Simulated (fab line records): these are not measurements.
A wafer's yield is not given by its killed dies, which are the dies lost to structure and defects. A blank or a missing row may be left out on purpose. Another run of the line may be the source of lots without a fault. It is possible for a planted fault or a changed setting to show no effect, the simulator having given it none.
Split-lot trial + flow n5_finfet + on a route of 1938 steps: 7 lots, 21 wafers read

THE SPLIT ITSELF
At N5_BEOL_M7_TRENCH_ETCH_37 (etches SiCOH lowk in C4F6/O2, target depth 93.478 nm, time 31.2 s), the setting bias_w was moved away from the recipe's 185 W on 7 of the 21 wafers read, by -17.7% to +16.9%. All remaining wafers had this setting at the recipe value.

Reading taken at the split's own step.

THE READING
rf_vpp_V, in V, at N5_BEOL_M7_TRENCH_ETCH_37 (etches SiCOH lowk in C4F6/O2, target depth 93.478 nm, time 31.2 s). A value of 667 V with a standard deviation of 13 V is what fault-free wafers of this fab line usually give.

| wafer  | tool, chamber at the split | bias_w as run, W | against the recipe | rf_vpp_V, V | against lot-mates on the recipe |
|--------|----------------------------|------------------|--------------------|-------------|---------------------------------|
| L076.1 | rie_diel-06, 1             | 185              | recipe             | 675         | -                               |
| L076.4 | rie_diel-06, 2             | 185              | recipe             | 664         | -                               |
| L076.5 | rie_diel-06, 2             | 185              | recipe             | 664         | -                               |
| L078.2 | rie_diel-06, 0             | 185              | recipe             | 649         | -                               |
| L078.5 | rie_diel-06, 3             | 185              | recipe             | 655         | -                               |
| L078.6 | rie_diel-06, 2             | 185              | recipe             | 664         | -                               |
| L079.2 | rie_diel-05, 3             | 185              | recipe             | 689         | -                               |
| L079.3 | rie_diel-05, 1             | 212.7            | +15.0%             | 764         | +75                             |
| L079.5 | rie_diel-05, 1             | 212.7            | +15.0%             | 766         | +77                             |
| L082.2 | rie_diel-03, 0             | 185              | recipe             | 677         | -                               |
| L082.4 | rie_diel-03, 0             | 152.3            | -17.7%             | 579         | -94                             |
| L082.6 | rie_diel-03, 1             | 185              | recipe             | 669         | -                               |
| L086.1 | rie_diel-05, 0             | 185              | recipe             | 656         | -                               |
| L086.5 | rie_diel-05, 2             | 197.6            | +6.8%              | 699         | +28                             |
| L086.6 | rie_diel-05, 1             | 185              | recipe             | 686         | -                               |
| L089.4 | rie_diel-06, 2             | 216.3            | +16.9%             | 751         | no lot-mate on the recipe       |
| L089.5 | rie_diel-06, 1             | 216.3            | +16.9%             | 765         | no lot-mate on the recipe       |
| L089.6 | rie_diel-06, 3             | 216.3            | +16.9%             | 741         | no lot-mate on the recipe       |
| L094.2 | rie_diel-03, 2             | 185              | recipe             | 675         | -                               |
| L094.3 | rie_diel-03, 1             | 185              | recipe             | 667         | -                               |
| L094.4 | rie_diel-03, 3             | 185              | recipe             | 652         | -                               |

FIT RESULTS
A straight line over all 21 wafers: rf_vpp_V changes by +5.38 V for each +1% of bias_w; r = +0.97; the points scatter about the line by 12 V.
The same after taking each lot's own level away (the mean of its wafers on the recipe; 18 wafers): +5.13 V for each +1%; r = +0.98; scatter 7.9 V.
On that fit, the largest move of bias_w shifts the reading by 91 V.
The lots' own levels span 656.0 to 689.0 V, that is 2.5 times the standard deviation above.
The two slopes are in agreement: the lot-to-lot level therefore moves the slope only a little.
Check: -88.6 V against its lot-mates is what the line predicts for one of the wafers moved furthest among these (-17.7%) when that wafer is left out of the fit. Against them it came out at -94 V.
Tool readings at the split's step, against how far the setting was moved: rf_vpp_V r = +0.97.

OTHER SPLITS ON THESE WAFERS
Other splits were also applied to these wafers ahead of the reading. Each is held against what the fit with the lots' levels taken away leaves over:
| other split on the same wafers   | wafers away from the commonest value | r with rf_vpp_V (lot level and that fit taken away) |
|----------------------------------|--------------------------------------|-----------------------------------------------------|
| N5_BEOL_M5_TRENCH_ETCH_37 time_s | 6                                    | +0.09                                               |
| N5_BEOL_M5_ETCH_41 source_w      | 8                                    | -0.03                                               |
| N5_BEOL_M6_ETCH_66 source_w      | 10                                   | -0.14                                               |
| N5_BEOL_M6_VIA_ETCH_34 time_s    | 7                                    | -0.20                                               |
| N5_BEOL_M7_ETCH_62 source_w      | 7                                    | +0.14                                               |

THE WHOLE CHAIN: every reading that the file lists as answering this split, in the file's order
| step                      | what it does                                                      | reading                                                                   | change (the file's fit)               | r (the file's) |
|---------------------------|-------------------------------------------------------------------|---------------------------------------------------------------------------|---------------------------------------|----------------|
| N5_BEOL_M7_TRENCH_ETCH_37 | etches SiCOH lowk in C4F6/O2, target depth 93.478 nm, time 31.2 s | rf_vpp_V                                                                  | +5.11 V for each +1% of the setting   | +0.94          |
| N5_BEOL_M7_TRENCH_ETCH_37 | etches SiCOH lowk in C4F6/O2, target depth 93.478 nm, time 31.2 s | etch.depth_nm (the simulator's own value, which no gauge read)            | +0.391 nm for each +1% of the setting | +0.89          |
| N5_BEOL_M7_TRENCH_ETCH_37 | etches SiCOH lowk in C4F6/O2, target depth 93.478 nm, time 31.2 s | BEOL_M7.feature_depth_nm (the simulator's own value, which no gauge read) | +0.393 nm for each +1% of the setting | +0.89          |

THE FILE'S OWN FIT
rf_vpp_V changes by +5.11 V for each +1% of bias_w, r = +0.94.
